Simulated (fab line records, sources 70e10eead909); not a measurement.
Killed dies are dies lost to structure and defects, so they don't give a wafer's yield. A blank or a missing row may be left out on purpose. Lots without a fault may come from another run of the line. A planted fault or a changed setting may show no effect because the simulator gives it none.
One fault seen from 2 desks | flow nand_harc | each desk has only its own numbers; what lay behind them comes last

THE TOOL OWNER'S DESK: rie_diel-06
The tool's own readings at NHARC_A_BONDPAD_ETCH_12 (etches the open film in CHF3/O2, target depth 220 nm, time 110 s): means of the sampled wafers that have a number, for each lot that ran on this tool. A lot is out of limits, marked OUT, if its mean lies more than 4 standard deviations from the usual mean; the brackets give that distance.
Columns: A = drypump_motor_current_A at NHARC_A_BONDPAD_ETCH_12, usual 5.79 A; B = o2_flow_sccm at NHARC_A_BONDPAD_ETCH_12, usual 10.004 sccm; C = oes_product_au at NHARC_A_BONDPAD_ETCH_12, usual 0.949 a.u.; D = rf_fwd_power_W at NHARC_A_BONDPAD_ETCH_12, usual 497.8 W; E = rf_vpp_V at NHARC_A_BONDPAD_ETCH_12, usual 370.9 V; F = showerhead_plenum_p_Torr at NHARC_A_BONDPAD_ETCH_12, usual 2.41 Torr; G = throttle_valve_pct at NHARC_A_BONDPAD_ETCH_12, usual 20.572 %
lot  | first seen here | A    | B      | C     | D               | E     | F    | G
L786 | day 17 12:29    | 5.77 | 9.996  | 0.963 | 496.9           | 369.9 | 2.37 | 20.575
L787 | day 18 03:21    | 5.83 | 9.988  | 0.982 | 497.6           | 371.4 | 2.44 | 20.578
L789 | day 18 09:08    | 5.77 | 9.990  | 0.930 | 498.2           | 369.8 | 2.38 | 20.574
L793 | day 19 13:59    | 5.78 | 10.021 | 0.970 | 497.6           | 370.7 | 2.38 | 20.567
L794 | day 19 20:48    | 5.79 | 10.006 | 0.936 | 499.7           | 370.1 | 2.39 | 20.576
L796 | day 20 08:40    | 5.86 | 10.006 | 0.980 | 498.9           | 371.2 | 2.41 | 20.569
L800 | day 20 20:33    | 5.86 | 10.006 | 0.935 | 497.8           | 371.6 | 2.45 | 20.578
L797 | day 20 21:04    | 5.75 | 9.988  | 0.942 | 496.6           | 368.9 | 2.34 | 20.575
L804 | day 22 11:19    | 5.77 | 9.996  | 0.882 | 430.9 (-45) OUT | 368.4 | 2.35 | 20.560
L805 | day 23 15:59    | 5.84 | 10.002 | 0.880 | 431.3 (-44) OUT | 371.0 | 2.44 | 20.560
This desk's finding: out of limits on L804, L805; first on L804, day 22 11:19 (rf_fwd_power_W at NHARC_A_BONDPAD_ETCH_12). In limits: L786, L787, L789, L793, L794, L796, L800, L797.

THE METROLOGY DESK
What the gauges read, lot by lot, whatever tool the lot ran on: means of the sampled wafers that have a number. A lot is out of limits, marked OUT, if its mean lies more than 4 standard deviations from the usual mean; the brackets give that distance.
Columns: A = thk_nm at NHARC_A_M1_THK_MEAS_24, usual 154.3 nm; B = thk_nm at NHARC_A_BONDPAD_THK_MEAS_30, usual 200.4 nm
lot  | first seen here | A     | B
L786 | day 17 09:59    | 154.9 | 199.6
L787 | day 18 00:53    | 154.9 | 199.1
L788 | day 18 01:48    | 154.6 | 202.2
L789 | day 18 06:44    | 155.2 | 200.2
L792 | day 18 11:16    | 154.9 | 202.1
L791 | day 18 11:53    | 155.2 | 199.5
L790 | day 18 16:15    | 153.4 | 199.7
L793 | day 19 11:31    | 153.4 | 199.4
L794 | day 19 18:19    | 153.4 | 198.9
L796 | day 20 06:09    | 155.0 | 198.7
L800 | day 20 18:03    | 155.9 | 200.1
L797 | day 20 18:29    | 155.2 | 200.0
L804 | day 22 08:50    | 153.4 | 200.2
L805 | day 23 13:29    | 154.8 | 199.4
This desk's finding: nothing out of limits on any of the 14 lots.

PUT TOGETHER
The tool owner's desk could have raised an alarm at day 22 11:19, on L804, L805.
The metrology desk saw nothing out of limits.
The metrology desk has L804, L805 on record, within its limits.
Of the lots named, all ran NHARC_A_BONDPAD_ETCH_12 on rie_diel-06.

WHAT THE SIMULATOR HAD PUT IN
Process parameter drift: rie_diel-06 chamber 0, from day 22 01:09 on, at NHARC_A_BONDPAD_ETCH_12. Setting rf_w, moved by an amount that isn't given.
Lots struck among those shown: L804, L805.
Hours from the fault's start to each desk's first reading out of limits: the tool owner's desk, 10.
